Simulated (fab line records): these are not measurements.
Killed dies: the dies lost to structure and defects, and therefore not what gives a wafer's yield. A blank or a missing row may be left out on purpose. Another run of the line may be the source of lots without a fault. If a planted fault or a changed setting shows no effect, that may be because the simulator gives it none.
Matching of chambers :: flow nand-harc :: NHARC_P_GATE_STRIP_108 on rie-diel-02: 4 sister chambers
The step strips in O2. 4 wafers are shown with their chamber, then 9 later ones without.

WAFERS WITH THEIR CHAMBER
wafer: L087.6
chamber: 1
showerhead-plenum-p-Torr (Torr): 3.44

wafer: L092.1
chamber: 0
showerhead-plenum-p-Torr (Torr): 3.64

wafer: L092.2
chamber: 3
showerhead-plenum-p-Torr (Torr): 3.66

wafer: L092.6
chamber: 2
showerhead-plenum-p-Torr (Torr): 3.54

WAFERS MISSING THEIR CHAMBER
wafer: L094.4
showerhead-plenum-p-Torr (Torr): 3.66

wafer: L094.5
showerhead-plenum-p-Torr (Torr): 3.54

wafer: L094.6
showerhead-plenum-p-Torr (Torr): 3.66

wafer: L095.2
showerhead-plenum-p-Torr (Torr): 3.54

wafer: L095.3
showerhead-plenum-p-Torr (Torr): 3.44

wafer: L095.6
showerhead-plenum-p-Torr (Torr): 3.44

wafer: L097.3
showerhead-plenum-p-Torr (Torr): 3.54

wafer: L097.4
showerhead-plenum-p-Torr (Torr): 3.43

wafer: L097.6
showerhead-plenum-p-Torr (Torr): 3.54

THE CHAMBER EACH PASSED THROUGH
wafer: L094.4
from the rows above: 3
in truth: 3

wafer: L094.5
from the rows above: 2
in truth: 2

wafer: L094.6
from the rows above: 3
in truth: 3

wafer: L095.2
from the rows above: 2
in truth: 2

wafer: L095.3
from the rows above: 1
in truth: 1

wafer: L095.6
from the rows above: 1
in truth: 1

wafer: L097.3
from the rows above: 2
in truth: 2

wafer: L097.4
from the rows above: 1
in truth: 1

wafer: L097.6
from the rows above: 2
in truth: 2
9 of 9 placed correctly. Left unplaced by these rows: 0. Wrongly placed: 0.
How it was worked out, from the rows above alone: a wafer's distance from a chamber is the root of the sum, over the readings, of the square of ((its reading less the chamber's mean) divided by the reading's scatter). The wafer belongs to the nearest chamber; if the next one is less than 2 further off, it can't be placed. Each chamber's mean is taken over the wafers shown for it. The scatter (one wafer shown for each chamber): square how far every hidden wafer sits from the nearest shown wafer, average those squares and take the square root.
